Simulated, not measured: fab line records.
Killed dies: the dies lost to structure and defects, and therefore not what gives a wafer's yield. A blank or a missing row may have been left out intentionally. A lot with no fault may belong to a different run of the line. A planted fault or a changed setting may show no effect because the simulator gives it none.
The tool behind it: which one? | flow n5_finfet | Sampling: 10 lots, 30 wafers, 5 of 1938 route steps

## WHAT THE GAUGES READ, wafer by wafer
N5_BEOL_M4_INSPECT_59: inspects for defects (darkfield).
lot  | measured     | on                | raw_defect_count
L223 | day 8 01:22  | defect_inspect-02 | 68 75 93
L224 | day 8 10:35  | defect_inspect-02 | 129 73 105
L226 | day 9 01:05  | defect_inspect-01 | 87 88 54
L239 | day 12 05:25 | defect_inspect-01 | 87 98 100
L240 | day 12 15:41 | defect_inspect-01 | 65 38 37
L241 | day 13 23:52 | defect_inspect-02 | 71 90 78
L242 | day 12 11:06 | defect_inspect-02 | 68 83 83
L243 | day 13 20:54 | defect_inspect-02 | 111 129 112
L244 | day 14 02:38 | defect_inspect-01 | 61 113 190
L246 | day 14 04:58 | defect_inspect-02 | 68 80 77

N5_BEOL_M4_RC_MEAS_101.
lot  | measured     | on        | CJ_N           | DIBL_N (mV/V)  | DIBL_P (mV/V)  | IOFF_N (nA/um) | IOFF_P (nA/um) | ION_N (uA/um) | ION_P (uA/um) | SS_N (mV/dec)  | SS_P (mV/dec)  | VT_N (mV)   | VT_P (mV)
L223 | day 8 01:43  | prober-02 | 4.36 4.29 4.31 | 37.7 35.6 35.6 | 36.6 34.6 34.4 | 0.17 0.12 0.14 | 0.21 0.18 0.18 | 670 662 650   | 452 457 451   | 72.3 72.2 71.8 | 74.3 73.1 73.6 | 251 253 250 | -252 -255 -256
L224 | day 8 10:36  | prober-01 | 4.44 4.33 4.45 | 38.6 37.0 36.2 | 39.1 37.7 36.8 | 0.22 0.19 0.18 | 0.26 0.24 0.22 | 692 684 683   | 468 467 464   | 71.6 71.2 71.8 | 73.7 73.8 73.9 | 248 246 245 | -250 -248 -250
L226 | day 9 01:07  | prober-02 | 4.07 3.93 4.01 | 36.8 34.8 35.9 | 38.3 36.3 37.6 | 0.19 0.15 0.17 | 0.23 0.20 0.21 | 681 670 669   | 465 461 461   | 71.9 71.5 71.4 | 72.8 72.7 72.6 | 248 251 248 | -249 -251 -251
L239 | day 12 05:36 | prober-01 | 4.29 4.28 4.28 | 37.9 37.9 36.9 | 38.1 37.8 36.9 | 0.19 0.19 0.17 | 0.26 0.26 0.23 | 691 697 681   | 474 472 464   | 72.3 72.0 71.6 | 73.6 73.1 73.2 | 248 245 248 | -245 -245 -249
L240 | day 12 15:52 | prober-02 | 4.22 4.37 4.22 | 34.0 35.0 33.0 | 35.0 35.1 33.5 | 0.12 0.13 0.11 | 0.19 0.19 0.17 | 664 669 653   | 466 453 459   | 70.8 71.7 70.2 | 73.1 73.5 72.1 | 256 253 256 | -253 -253 -252
L241 | day 14 00:33 | prober-01 | 4.35 4.25 4.33 | 33.4 39.1 38.7 | 32.6 40.0 39.9 | 0.12 0.22 0.21 | 0.18 0.32 0.30 | 668 695 685   | 465 480 468   | 70.8 72.0 72.5 | 72.4 74.7 74.8 | 254 245 247 | -252 -243 -247
L242 | day 12 11:17 | prober-02 | 4.29 4.52 4.49 | 35.3 39.6 34.0 | 36.7 39.8 33.5 | 0.16 0.24 0.14 | 0.24 0.31 0.20 | 681 696 660   | 470 475 460   | 71.8 73.1 71.3 | 73.5 74.0 72.9 | 248 248 251 | -247 -246 -250
L243 | day 13 21:14 | prober-02 | 4.36 4.39 4.39 | 38.0 38.9 38.2 | 38.2 39.1 38.4 | 0.18 0.20 0.18 | 0.23 0.27 0.23 | 675 683 682   | 462 470 469   | 71.4 72.0 72.5 | 74.1 74.2 74.7 | 250 248 248 | -248 -247 -247
L244 | day 14 02:49 | prober-02 | 4.25 4.53 4.34 | 36.8 38.6 34.2 | 36.9 37.4 32.8 | 0.16 0.20 0.13 | 0.20 0.21 0.16 | 672 692 664   | 463 465 452   | 71.1 71.9 71.2 | 73.5 73.9 71.9 | 249 247 252 | -253 -251 -254
L246 | day 14 05:08 | prober-01 | 4.13 4.18 4.19 | 34.0 35.2 35.9 | 33.6 34.5 34.8 | 0.12 0.14 0.15 | 0.18 0.19 0.19 | 669 666 673   | 459 456 456   | 71.1 71.7 71.7 | 73.0 73.5 72.7 | 253 252 250 | -252 -254 -253

## WHICH TOOL RAN EACH LOT (tool, then ch and the chambers of the sampled wafers, then the start)
lot  | N5_ZERO_LAYER_PECVD_02         | N5_BEOL_M4_ANNEAL_91         | N5_BEOL_M4_SPUTTER_96
L223 | pecvd-01 ch 0,1, day 1 12:17   | pvd_sputter-02, day 7 23:43  | pvd_sputter-02, day 8 00:18
L224 | pecvd-03 ch 0,1,2, day 1 18:17 | pvd_sputter-02, day 8 08:55  | pvd_sputter-02, day 8 09:30
L226 | pecvd-03 ch 0,1, day 2 06:17   | pvd_sputter-01, day 8 23:23  | pvd_sputter-01, day 8 23:58
L239 | pecvd-01 ch 0,2, day 5 12:17   | pvd_sputter-02, day 12 03:19 | pvd_sputter-02, day 12 03:54
L240 | pecvd-04 ch 1,2, day 5 18:18   | pvd_sputter-03, day 12 14:02 | pvd_sputter-03, day 12 14:37
L241 | pecvd-03 ch 0,1, day 6 00:17   | pvd_sputter-03, day 13 22:08 | pvd_sputter-03, day 13 22:43
L242 | pecvd-03 ch 0,1, day 6 06:17   | pvd_sputter-03, day 12 09:23 | pvd_sputter-03, day 12 09:58
L243 | pecvd-04 ch 0,1,2, day 6 12:18 | pvd_sputter-02, day 13 18:49 | pvd_sputter-02, day 13 19:24
L244 | pecvd-03 ch 1,2, day 6 18:17   | pvd_sputter-01, day 14 00:52 | pvd_sputter-01, day 14 01:26
L246 | pecvd-03 ch 0,2, day 7 06:19   | pvd_sputter-03, day 14 03:19 | pvd_sputter-03, day 14 03:53
- N5_ZERO_LAYER_PECVD_02: deposits SiO2 from SiH4/N2O, target thk 10 nm, time 6 s.
- N5_BEOL_M4_ANNEAL_91: time 240 s.
- N5_BEOL_M4_SPUTTER_96: material Cu, target thk 4.5 nm, time 8.29 s.

## WHAT THE TOOLS THEMSELVES READ (means of the sampled wafers that have a number; where no wafer has one, the mark that the record gives instead)
N5_ZERO_LAYER_PECVD_02.
lot  | tool     | heater_power_w (W) | showerhead_plenum_p_Torr (Torr)
L223 | pecvd-01 | 818                | 8.17
L224 | pecvd-03 | 773                | 8.11
L226 | pecvd-03 | 782                | 8.14
L239 | pecvd-01 | 775                | 8.20
L240 | pecvd-04 | 858                | 8.24
L241 | pecvd-03 | 748                | 8.00
L242 | pecvd-03 | 754                | 8.00
L243 | pecvd-04 | 779                | 8.29
L244 | pecvd-03 | 742                | 8.06
L246 | pecvd-03 | 809                | 8.24

N5_BEOL_M4_ANNEAL_91.
lot  | tool           | heater_power_w (W)
L223 | pvd_sputter-02 | 786
L224 | pvd_sputter-02 | 803
L226 | pvd_sputter-01 | 843
L239 | pvd_sputter-02 | 742
L240 | pvd_sputter-03 | 803
L241 | pvd_sputter-03 | 970
L242 | pvd_sputter-03 | 931
L243 | pvd_sputter-02 | 773
L244 | pvd_sputter-01 | 875
L246 | pvd_sputter-03 | 785

N5_BEOL_M4_SPUTTER_96.
lot  | tool           | substrate_temp_c (C) | throttle_valve_pct (%)
L223 | pvd_sputter-02 | -20.11               | 30.1
L224 | pvd_sputter-02 | -20.00               | 31.3
L226 | pvd_sputter-01 | -20.06               | 29.5
L239 | pvd_sputter-02 | -19.98               | 30.4
L240 | pvd_sputter-03 | -20.08               | 30.0
L241 | pvd_sputter-03 | -20.04               | 29.6
L242 | pvd_sputter-03 | -19.90               | 29.6
L243 | pvd_sputter-02 | -19.96               | 30.5
L244 | pvd_sputter-01 | -20.04               | 30.3
L246 | pvd_sputter-03 | -19.95               | 30.0

## THE ANSWER, worked out from the rows above alone
Rule: the lots themselves supply what counts as usual. Put in order of their means at a reading, lots are off if they are a third of the lots or fewer, leave a main group of 4 or more, and stand apart from it by a gap of 3 or more times the standard deviation of the main group's means; of several such gaps the widest counts. A main group is skipped when, at the precision printed for the reading in the tables above, its means are all equal. Also off: a lot with no number at a reading for which 4 or more lots have one. All remaining lots with rows at the step are treated as sound. Order of review: gauges by route order, followed by the tools' own readings, for which a lot's mean as printed above is used. At the first step where some lot is off, the reading lying furthest off is the one used; lots without a number count as furthest.
No lot is off on any of the readings shown, so nothing can be concluded from this.

## WHAT HAD BEEN PUT IN BY THE SIMULATOR
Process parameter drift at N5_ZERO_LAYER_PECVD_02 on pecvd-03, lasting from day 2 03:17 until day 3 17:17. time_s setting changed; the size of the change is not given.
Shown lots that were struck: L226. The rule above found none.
